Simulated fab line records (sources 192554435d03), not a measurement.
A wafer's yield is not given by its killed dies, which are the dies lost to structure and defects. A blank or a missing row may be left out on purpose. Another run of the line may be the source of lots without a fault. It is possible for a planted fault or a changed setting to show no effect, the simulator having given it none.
fab line records    flow n5_finfet    part 1 of 2: steps 1 to 16 of 22
record lots=5  wafers=15  last_day=17
route steps=1938 shown BEOL_M0_SAQP@651
lots with no fault: from the same line, run without faults
start_h: hours from the record's opening day to when the first of the lot's shown wafers began    wait_h: how many hours have passed since the lot's step before this one    " the same as in the row above    L1.1+2: one row covering several wafers at once    - value missing, or start not given    * or withheld: withheld    < > ~ a bound
route shown NAME@n: NAME is a module with steps in the file, n the number in the route of the first one    usual: mean and standard deviation over wafers with no fault    same: alike in all rows    chamber/n: place in a boat    sites: readings site by site    _std_site: the standard deviation of these    _edge_site: inner sites' mean taken away from outer sites' mean    radius_mm: how far each site lies from the wafer's centre    mask NAME#n: copy n    behind: the most recent tool/chamber to have shaped the wafer    hold: why the lot went on hold/how many hours it stayed there/how the hold came to an end    device: names the non-switching transistor (n, p or np)    end of line: the same wafers' tests at the end of the route    a step without rows: its recipe alone    killed: not the wafer's yield, but the dies lost to structure and defects at the first sort    map: per-die view of a wafer (x killed, . not killed, _ where there is no die)
set.NAME: the setting that was run; set.NAME@STEP: the one run at that earlier step    model.NAME: the simulator's own value behind a step, which no gauge read
lots seen at some steps along the route; tables by step, rows by wafer
services: when a tool's chamber went out of use (start_h, in hours from the record's first day, below 0 if earlier), for how many hours, and the reason
## steps
# step N5_BEOL_M0_SAQP_INSPECT_16
# recipe mode=adi  inspect_instrument=brightfield
# usual raw_defect_count=493/130
lot.wafer  tool               chamber  start_h  wait_h  raw_defect_count
L076.2     defect_inspect-02  -        122.59   0.0     453
L076.4     "                  -        "        "       533
L076.6     "                  -        "        "       472
L077.1     defect_inspect-02  -        126.28   0.0     478
L077.5     "                  -        "        "       358
L077.6     "                  -        "        "       484
L081.2     defect_inspect-02  -        150.41   0.0     589
L081.3     "                  -        "        "       441
L081.4     "                  -        "        "       483
L088.1     defect_inspect-01  -        188.72   0.0     322
L088.2     "                  -        "        "       451
L088.5     "                  -        "        "       405
L097.1     defect_inspect-01  -        243.27   0.0     523
L097.3     "                  -        "        "       546
L097.6     "                  -        "        "       571
# step N5_BEOL_M0_SAQP_DESCUM_19
# recipe chemistry=O2  time_s=7.9  source_power_w=50  bias_power_w=20  pressure_mtorr=20  rf_frequency_hz=2.712e+07  temp_c=40  resist=CAR-ArF  o2_flow_sccm=225
# usual drypump_motor_current_A=5.84/0.23  oes_product_au=0.76/0.073  rf_vpp_V=242.8/1.6  showerhead_plenum_p_Torr=2.07/0.082  throttle_valve_pct=20.56/0.2
lot.wafer  tool         chamber  start_h  wait_h  drypump_motor_current_A  oes_product_au  rf_hours_counter_h  rf_vpp_V  showerhead_plenum_p_Torr  throttle_valve_pct
L076.2     rie_diel-03  3        122.62   0.0     5.79                     0.69            236                 240.1     1.98                      20.53
L076.4     "            2        "        "       5.72                     0.78            133                 245.0     2.20                      20.59
L076.6     "            3        "        "       5.81                     0.69            -                   240.5     1.98                      20.53
L077.1     rie_diel-04  3        126.54   0.3     6.21                     0.76            160                 242.7     2.09                      20.68
L077.5     "            1        "        "       5.97                     0.87            -                   242.6     2.04                      20.16
L077.6     "            0        "        "       5.51                     0.73            -                   241.0     1.99                      20.44
L081.2     rie_diel-03  1        150.51   0.1     5.55                     0.76            162                 242.3     2.01                      20.52
L081.3     "            0        "        "       6.26                     0.74            167                 244.2     2.09                      20.74
L081.4     "            2        "        "       5.71                     0.77            142                 244.6     2.20                      20.63
L088.1     rie_diel-05  0        188.92   0.2     5.80                     0.69            229                 243.2     2.07                      20.88
L088.2     "            1        "        "       5.66                     0.68            244                 240.8     2.07                      20.54
L088.5     "            1        "        "       5.67                     0.68            -                   243.3     2.07                      20.55
L097.1     rie_diel-05  2        243.30   0.0     5.83                     0.85            79                  246.1     2.22                      20.67
L097.3     "            0        "        "       5.81                     0.67            248                 242.1     2.06                      20.88
L097.6     "            1        "        "       5.66                     0.99            -                   241.8     2.07                      20.17
# step N5_BEOL_M0_SAQP_ETCH_83
# recipe chemistry=CF4  target=SiARC  target_depth_a=390  mask_material=CAR-ArF  time_s=65  ion_energy_ev=80  pressure_mtorr=40  source_w=545  bias_w=36  Ar_flow_sccm=100  cf4_flow_sccm=100  ends=cleared
# usual drypump_motor_current_A=5.84/0.23  etch_rf_on_time_s=64.9/0.91  oes_product_au=0.65/0.061  rf_vpp_V=183.8/1.2  showerhead_plenum_p_Torr=2.12/0.075  throttle_valve_pct=15.73/0.2
lot.wafer  tool         chamber  start_h  wait_h  drypump_motor_current_A  etch_rf_on_time_s  oes_product_au  rf_hours_counter_h  rf_vpp_V  showerhead_plenum_p_Torr  throttle_valve_pct
L076.2     rie_diel-03  3        122.66   0.0     5.78                     65.4               0.59            236                 181.9     2.03                      15.71
L076.4     "            2        "        "       5.69                     66.4               0.65            133                 185.1     2.22                      15.66
L076.6     "            3        "        "       5.77                     64.9               0.59            -                   183.3     2.03                      15.73
L077.1     rie_diel-04  3        126.57   0.0     6.22                     64.9               0.65            160                 185.1     2.14                      15.90
L077.5     "            1        "        "       6.00                     64.7               0.74            -                   183.2     2.09                      15.28
L077.6     "            0        "        "       5.50                     64.7               0.63            -                   182.0     2.06                      15.69
L081.2     rie_diel-03  1        150.55   0.0     5.59                     63.7               0.65            162                 183.6     2.07                      15.79
L081.3     "            0        "        "       6.29                     64.1               0.63            167                 183.3     2.13                      15.82
L081.4     "            2        "        "       5.74                     65.0               0.65            142                 185.9     2.22                      15.69
L088.1     rie_diel-05  0        188.95   0.0     5.84                     66.4               0.58            229                 183.9     2.12                      16.06
L088.2     "            1        "        "       5.68                     67.0               0.58            244                 184.2     2.12                      15.75
L088.5     "            1        "        "       5.68                     66.1               0.59            -                   182.7     2.12                      15.75
L097.1     rie_diel-05  2        243.33   0.0     5.81                     63.2               0.73            79                  185.8     2.26                      15.71
L097.3     "            0        "        "       5.78                     65.1               0.58            248                 184.3     2.11                      16.10
L097.6     "            1        "        "       5.66                     64.6               0.84            -                   184.3     2.12                      15.25
# step N5_BEOL_M0_SAQP_ETCH_84
# recipe chemistry=N2/H2  target=SOC  target_depth_a=1000  overetch_a=200  mask_material=SiARC  temp_c=40  time_s=150  ion_energy_ev=200  pressure_mtorr=30  source_w=840  bias_w=150  n2_flow_sccm=200  h2_flow_sccm=200
# usual drypump_motor_current_A=5.85/0.23  h2_flow_sccm=200.0/0.63  oes_product_au=0.68/0.062  rf_vpp_V=523.1/2.8  showerhead_plenum_p_Torr=2.52/0.097  throttle_valve_pct=17.96/0.19
lot.wafer  tool         chamber  start_h  wait_h  drypump_motor_current_A  h2_flow_sccm  oes_product_au  rf_hours_counter_h  rf_vpp_V  showerhead_plenum_p_Torr  throttle_valve_pct
L076.2     rie_diel-03  3        122.71   0.0     5.77                     200.4         0.62            236                 518.1     2.40                      17.91
L076.4     "            2        "        "       5.71                     198.6         0.71            133                 527.6     2.64                      17.85
L076.6     "            3        "        "       5.77                     199.6         0.62            -                   520.6     2.40                      17.90
L077.1     rie_diel-04  3        126.62   0.0     6.22                     200.1         0.68            160                 524.7     2.55                      18.11
L077.5     "            1        "        "       6.02                     198.8         0.77            -                   521.4     2.49                      17.63
L077.6     "            0        "        "       5.53                     200.7         0.67            -                   520.0     2.42                      17.88
L081.2     rie_diel-03  1        150.60   0.0     5.58                     200.3         0.68            162                 520.2     2.45                      18.12
L081.3     "            0        "        "       6.30                     200.6         0.66            167                 523.2     2.53                      18.11
L081.4     "            2        "        "       5.74                     199.9         0.69            142                 526.3     2.64                      17.86
L088.1     rie_diel-05  0        189.00   0.0     5.81                     200.3         0.62            229                 524.0     2.51                      18.23
L088.2     "            1        "        "       5.66                     199.2         0.62            244                 523.6     2.50                      17.97
L088.5     "            1        "        "       5.68                     200.0         0.62            -                   521.7     2.50                      17.98
L097.1     rie_diel-05  2        243.38   0.0     5.80                     201.0         0.75            79                  528.1     2.69                      18.00
L097.3     "            0        "        "       5.84                     200.0         0.61            248                 523.1     2.50                      18.28
L097.6     "            1        "        "       5.68                     200.3         0.87            -                   521.4     2.50                      17.56
# step N5_BEOL_M0_SAQP_STRIP_80
# recipe chemistry=N2/H2  temp_c=40  n2_flow_sccm=200  h2_flow_sccm=200  rf_frequency_hz=6e+07
lot.wafer   tool         chamber  start_h  wait_h
L076.2+4+6  rie_diel-03  3,2,3    122.81   0.0
L077.1+5+6  rie_diel-04  3,1,0    126.72   0.0
L081.2+3+4  rie_diel-03  1,0,2    150.70   0.0
L088.1+2+5  rie_diel-05  0,1,1    189.10   0.0
L097.1+3+6  rie_diel-05  2,0,1    243.48   0.0
# step N5_BEOL_M0_SAQP_HM_OPEN_112
# recipe chemistry=CHF3/O2  target=SiO2  stop_on=a-Si  target_depth_a=120  over_etch_frac=1.25  mask_material=SOC  time_s=13.5  pressure_mtorr=30  source_w=650  bias_w=170  Ar_flow_sccm=200  CHF3_flow_sccm=50  O2_flow_sccm=5  ion_energy_ev=200  ends=end_point
# usual drypump_motor_current_A=5.85/0.23  oes_o_777_au=0.76/0.073  oes_product_au=0.50/0.046  rf_vpp_V=522/9.7  showerhead_plenum_p_Torr=2.39/0.086  throttle_valve_pct=18.98/0.19
lot.wafer  tool         chamber  start_h  wait_h  drypump_motor_current_A  oes_o_777_au  oes_product_au  rf_hours_counter_h  rf_vpp_V  showerhead_plenum_p_Torr  throttle_valve_pct
L076.2     rie_diel-03  3        122.82   0.0     5.79                     0.69          0.44            236                 530       2.30                      18.99
L076.4     "            2        "        "       5.69                     0.78          0.51            133                 540       2.50                      18.86
L076.6     "            3        "        "       5.80                     0.69          0.45            -                   530       2.30                      19.00
L077.1     rie_diel-04  3        126.73   0.0     6.22                     0.75          0.49            160                 520       2.41                      19.11
L077.5     "            1        "        "       6.00                     0.86          0.56            -                   515       2.35                      18.55
L077.6     "            0        "        "       5.53                     0.73          0.48            -                   519       2.32                      18.91
L081.2     rie_diel-03  1        150.71   0.0     5.59                     0.77          0.49            162                 515       2.32                      18.93
L081.3     "            0        "        "       6.26                     0.74          0.47            167                 537       2.40                      19.08
L081.4     "            2        "        "       5.69                     0.77          0.50            142                 538       2.50                      18.87
L088.1     rie_diel-05  0        189.11   0.0     5.82                     0.69          0.45            229                 518       2.38                      19.27
L088.2     "            1        "        "       5.67                     0.70          0.45            244                 512       2.38                      18.92
L088.5     "            1        "        "       5.66                     0.70          0.45            -                   513       2.38                      18.91
L097.1     rie_diel-05  2        243.49   0.0     5.80                     0.86          0.54            79                  506       2.56                      19.02
L097.3     "            0        "        "       5.81                     0.68          0.43            248                 518       2.37                      19.30
L097.6     "            1        "        "       5.65                     0.99          0.63            -                   511       2.38                      18.53
# step N5_BEOL_M0_SAQP_STRIP_113
# recipe chemistry=CHF3/O2  resist=SiARC  rf_frequency_hz=6e+07
lot.wafer   tool         chamber  start_h  wait_h
L076.2+4+6  rie_diel-03  3,2,3    122.87   0.0
L077.1+5+6  rie_diel-04  3,1,0    126.78   0.0
L081.2+3+4  rie_diel-03  1,0,2    150.76   0.0
L088.1+2+5  rie_diel-05  0,1,1    189.16   0.0
L097.1+3+6  rie_diel-05  2,0,1    243.54   0.0
# step N5_BEOL_M0_SAQP_MANDREL_ETCH_20
# recipe target_depth_a=600  chemistry=HBr/Cl2  target=a-Si  stop_on=SiNx  bt_time_s=10  mask_material=SOC  over_etch_frac=0.5  time_s=30  pressure_mtorr=10  icp_w=800  bias_w=75  HBr_flow_sccm=150  Cl2_flow_sccm=80  ends=end_point
# usual HBr_flow_sccm=150.0/0.4  drypump_motor_current_A=5.7/0.42  oes_product_au=0.772/0.011  throttle_valve_pct=35.46/0.29
lot.wafer  tool       chamber  start_h  wait_h  HBr_flow_sccm  drypump_motor_current_A  oes_product_au  rf_hours_counter_h  throttle_valve_pct
L076.2     rie_si-02  0        122.90   0.0     149.7          5.2                      0.773           154                 35.08
L076.4     "          1        "        "       149.6          5.9                      0.779           39                  35.71
L076.6     "          0        "        "       149.8          5.2                      0.772           -                   35.04
L077.1     rie_si-02  3        126.81   0.0     150.1          6.0                      0.745           48                  35.61
L077.5     "          1        "        "       150.1          5.9                      0.776           -                   35.69
L077.6     "          0        "        "       149.3          5.2                      0.763           -                   35.06
L081.2     rie_si-02  2        150.79   0.0     149.7          5.0                      0.775           103                 35.52
L081.3     "          0        "        "       149.7          5.2                      0.760           154                 35.09
L081.4     "          1        "        "       149.5          5.9                      0.767           40                  35.72
L088.1     rie_si-06  2        189.19   0.0     150.1          5.7                      0.771           61                  35.90
L088.2     "          1        "        "       150.1          5.7                      0.776           142                 35.60
L088.5     "          1        "        "       149.2          5.7                      0.781           -                   35.58
L097.1     rie_si-06  2        243.57   0.0     150.0          5.7                      0.777           62                  35.87
L097.3     "          1        "        "       149.9          5.7                      0.782           143                 35.61
L097.6     "          1        "        "       150.0          5.6                      0.783           -                   35.58
# step N5_BEOL_M0_SAQP_STRIP_86
# recipe chemistry=N2/H2  power_w=500  temp_c=40  pressure_mtorr=50  rf_frequency_hz=6e+07  overash_fraction=0.3  bias_power_w=28  h2_frac=0.5  n2_flow_sccm=300  h2_flow_sccm=300
# usual drypump_motor_current_A=5.87/0.25  h2_flow_sccm=299.9/0.87  oes_product_au=0.77/0.077  rf_vpp_V=121.8/1.5  showerhead_plenum_p_Torr=3.33/0.13  throttle_valve_pct=19.1/0.33
lot.wafer  tool         chamber  start_h  wait_h  drypump_motor_current_A  h2_flow_sccm  oes_product_au  rf_hours_counter_h  rf_vpp_V  showerhead_plenum_p_Torr  throttle_valve_pct
L076.2     rie_diel-03  0        123.00   0.1     6.28                     299.4         0.74            160                 124.1     3.35                      19.3
L076.4     "            3        "        "       5.80                     299.9         0.69            236                 122.2     3.18                      19.1
L076.6     "            0        "        "       6.24                     299.2         0.73            -                   122.1     3.35                      19.2
L077.1     rie_diel-03  2        126.91   0.1     5.71                     301.1         0.78            135                 121.3     3.48                      19.1
L077.5     "            0        "        "       6.29                     300.3         0.74            -                   121.3     3.35                      19.2
L077.6     "            3        "        "       5.79                     298.7         0.68            -                   118.8     3.17                      19.1
L081.2     rie_diel-03  1        150.89   0.1     5.56                     298.8         0.78            162                 118.5     3.24                      19.8
L081.3     "            0        "        "       6.23                     299.4         0.73            167                 120.6     3.35                      19.3
L081.4     "            3        "        "       5.80                     298.7         0.68            244                 121.5     3.17                      19.0
L088.1     rie_diel-04  3        189.40   0.2     6.21                     299.4         0.74            179                 119.6     3.36                      19.1
L088.2     "            2        "        "       5.62                     300.9         0.95            2                   122.8     3.57                      18.3
L088.5     "            0        "        "       5.51                     300.5         0.71            -                   119.8     3.19                      19.1
L097.1     rie_diel-04  3        243.67   0.1     6.22                     299.1         0.73            194                 123.9     3.35                      19.1
L097.3     "            1        "        "       6.01                     300.2         0.83            96                  121.6     3.27                      18.8
L097.6     "            2        "        "       5.63                     299.2         0.89            -                   123.0     3.56                      18.4
# step N5_BEOL_M0_SAQP_STRIP_115
# recipe chemistry=post_etch_residue_remover  time_s=60  temp_c=25  remover_ph=withheld  remover_water_wt_pct=withheld  remover_fluoride_wt_pct=withheld
lot.wafer   tool          chamber  start_h  wait_h
L076.2+4+6  wet_bench-02  5,6,0    123.07   -
L077.1+5+6  wet_bench-04  1,4,7    126.98   -
L081.2+3+4  wet_bench-06  3,0,2    150.96   -
L088.1+2+5  wet_bench-02  2,3,5    189.47   -
L097.1+3+6  wet_bench-06  3,7,5    243.74   -
# step N5_BEOL_M0_SAQP_SRD_93
# recipe dry=ipa_marangoni  time_s=30  temp_c=23  rinse_liquid=diw
lot.wafer   tool          chamber  start_h  wait_h
L076.2+4+6  wet_bench-02  5,6,0    123.09   0.0
L077.1+5+6  wet_bench-04  1,4,7    127.00   0.0
L081.2+3+4  wet_bench-06  3,0,2    150.98   0.0
L088.1+2+5  wet_bench-02  2,3,5    189.49   0.0
L097.1+3+6  wet_bench-06  3,7,5    243.76   0.0
# step N5_BEOL_M0_SAQP_RECESS_114
# recipe chemistry=HF/NH3  target=SiO2  target_depth_a=144  afs_cycles=3  temp_c=30  sublimation_temp_c=180  sublimation_time_s=60
# usual drypump_motor_current_A=6.14/0.22
lot.wafer  tool           chamber  start_h  wait_h  drypump_motor_current_A
L076.2     vapor_etch-02  0        123.14   0.0     5.89
L076.4     "              1        "        "       6.37
L076.6     "              0        "        "       5.88
L077.1     vapor_etch-01  0        127.05   0.0     6.02
L077.5     "              0        "        "       6.05
L077.6     "              1        "        "       6.16
L081.2     vapor_etch-01  1        151.02   0.0     6.17
L081.3     "              0        "        "       6.07
L081.4     "              1        "        "       6.18
L088.1     vapor_etch-01  1        189.53   0.0     6.18
L088.2     "              0        "        "       6.05
L088.5     "              0        "        "       6.05
L097.1     vapor_etch-02  1        243.80   0.0     6.49
L097.3     "              0        "        "       5.90
L097.6     "              0        "        "       5.90
# step N5_BEOL_M0_SAQP_SPACER1_ALD_98
# recipe material=SiO2  target_thk_a=128  temp_c=300  ald_precursor_family=BDEAS  ald_co_reactant=O2-plasma  pulse_time_s=1  purge_time_s=2  co_reactant_purge_time_s=2  ald_cycles=138  pressure_torr=2
# usual heater_power_outer_w=275/55  heater_power_w=484/86  precursor_pulse_height_rel=1.000/0.02
lot.wafer  tool        chamber  start_h  wait_h  heater_power_outer_w  heater_power_w  precursor_pulse_height_rel
L076.2     ald_sin-03  1        123.52   0.3     372                   620             0.977
L076.4     "           1        "        "       380                   655             1.014
L076.6     "           0        "        "       216                   374             1.039
L077.1     ald_sin-02  1        127.44   0.3     272                   489             1.000
L077.5     "           3        "        "       289                   509             0.973
L077.6     "           2        "        "       247                   442             0.976
L081.2     ald_sin-04  0        151.66   0.5     230                   464             1.014
L081.3     "           1        "        "       213                   395             1.011
L081.4     "           3        "        "       231                   447             1.007
L088.1     ald_sin-03  2        190.46   0.8     310                   549             1.019
L088.2     "           0        "        "       223                   374             0.988
L088.5     "           2        "        "       309                   544             0.988
L097.1     ald_sin-02  3        244.42   0.5     303                   523             0.959
L097.3     "           0        "        "       239                   469             0.999
L097.6     "           2        "        "       249                   454             1.019
# step N5_BEOL_M0_SAQP_SPACER1_ETCHBACK_99
# recipe chemistry=CHF3/O2  mode=anisotropic_etchback  target=SiO2  target_depth_a=154  time_s=7.7  pressure_mtorr=30  source_w=650  bias_w=170  Ar_flow_sccm=200  CHF3_flow_sccm=50  O2_flow_sccm=5  ion_energy_ev=200
# usual drypump_motor_current_A=5.84/0.24  oes_o_777_au=0.77/0.076  oes_product_au=0.77/0.081  rf_vpp_V=527/11  showerhead_plenum_p_Torr=2.42/0.093  throttle_valve_pct=19.03/0.17
lot.wafer  tool         chamber  start_h  wait_h  drypump_motor_current_A  oes_o_777_au  oes_product_au  rf_hours_counter_h  rf_vpp_V  showerhead_plenum_p_Torr  throttle_valve_pct
L076.2     rie_diel-05  2        124.00   0.3     5.82                     0.91          0.90            40                  508       2.57                      19.05
L076.4     "            3        "        "       6.03                     0.75          0.76            134                 519       2.34                      19.14
L076.6     "            1        "        "       5.66                     0.72          0.69            -                   512       2.39                      18.95
L077.1     rie_diel-03  0        127.91   0.3     6.30                     0.74          0.75            161                 538       2.40                      19.12
L077.5     "            0        "        "       6.29                     0.75          0.75            -                   538       2.40                      19.12
L077.6     "            3        "        "       5.81                     0.69          0.70            -                   530       2.29                      19.06
L081.2     rie_diel-04  2        152.19   0.3     5.61                     0.68          0.70            245                 521       2.29                      19.07
L081.3     "            0        "        "       5.52                     0.73          0.74            179                 519       2.31                      18.99
L081.4     "            3        "        "       6.22                     0.75          0.75            167                 518       2.41                      19.20
L088.1     rie_diel-03  2        191.09   0.4     5.73                     0.76          0.75            157                 539       2.49                      18.97
L088.2     "            1        "        "       5.58                     0.76          0.76            177                 516       2.32                      19.05
L088.5     "            1        "        "       5.60                     0.75          0.74            -                   518       2.32                      19.03
L097.1     rie_diel-03  2        244.90   0.3     5.69                     0.75          0.75            174                 540       2.48                      18.99
L097.3     "            1        "        "       5.60                     0.74          0.74            194                 517       2.31                      19.06
L097.6     "            0        "        "       6.28                     0.72          0.70            -                   537       2.39                      19.19
# step N5_BEOL_M0_SAQP_MANDREL1_REMOVE_100
# recipe chemistry=HBr/Cl2/O2  bt_time_s=10  target=a-Si  stop_on=SiNx  endpoint=OES-SiCl  over_etch_frac=0.85  icp_w=600  bias_w=30  HBr_flow_sccm=150  Cl2_flow_sccm=80  O2_flow_sccm=5  pressure_mtorr=10
# usual HBr_flow_sccm=150.0/0.41  drypump_motor_current_A=5.7/0.45  oes_o_777_au=1.02/0.038  oes_product_au=1.002/0.017  throttle_valve_pct=36.7/0.33
lot.wafer  tool       chamber  start_h  wait_h  HBr_flow_sccm  drypump_motor_current_A  oes_o_777_au  oes_product_au  rf_hours_counter_h  throttle_valve_pct
L076.2     rie_si-06  2        124.09   0.1     150.3          5.7                      1.00          1.009           60                  37.2
L076.4     "          1        "        "       150.1          5.6                      1.08          1.009           141                 36.9
L076.6     "          2        "        "       150.0          5.7                      0.99          1.003           -                   37.2
L077.1     rie_si-03  1        128.00   0.1     149.2          4.9                      1.04          1.012           33                  37.1
L077.5     "          0        "        "       150.5          6.3                      0.98          0.981           -                   36.5
L077.6     "          3        "        "       149.3          6.1                      1.02          1.003           -                   36.1
L081.2     rie_si-03  3        152.28   0.1     149.8          6.1                      1.02          1.010           3                   36.1
L081.3     "          2        "        "       150.3          5.7                      1.05          1.008           39                  36.5
L081.4     "          1        "        "       151.0          5.0                      1.04          1.014           34                  37.1
L088.1     rie_si-02  3        191.17   0.1     150.5          6.0                      1.05          0.975           49                  36.9
L088.2     "          1        "        "       150.1          5.9                      1.01          0.991           41                  37.0
L088.5     "          0        "        "       150.1          5.2                      0.97          0.987           -                   36.3
L097.1     rie_si-03  0        244.98   0.1     150.9          6.3                      0.98          0.972           181                 36.5
L097.3     "          3        "        "       150.0          6.1                      1.01          1.015           5                   36.1
L097.6     "          3        "        "       149.4          6.1                      1.02          1.021           -                   36.1
# step N5_BEOL_M0_SAQP_CD_MEAS_25
# recipe target_cd_nm=13.1  landing_energy_ev=1000  detector=se_inlens
# usual cd_nm=12.83/0.23
lot.wafer  tool       chamber  start_h  wait_h  cd_nm
L076.2     cd_sem-01  0        124.20   0.1     12.61
L076.4     "          0        "        "       12.56
L076.6     "          0        "        "       13.24
L077.1     cd_sem-01  0        128.11   0.1     12.67
L077.5     "          0        "        "       12.76
L077.6     "          0        "        "       12.59
L081.2     cd_sem-02  0        152.40   0.1     13.31
L081.3     "          0        "        "       12.89
L081.4     "          0        "        "       12.95
L088.1     cd_sem-01  0        191.28   0.1     12.55
L088.2     "          0        "        "       13.28
L088.5     "          0        "        "       12.90
L097.1     cd_sem-01  0        245.09   0.1     13.19
L097.3     "          0        "        "       13.00
L097.6     "          0        "        "       13.16
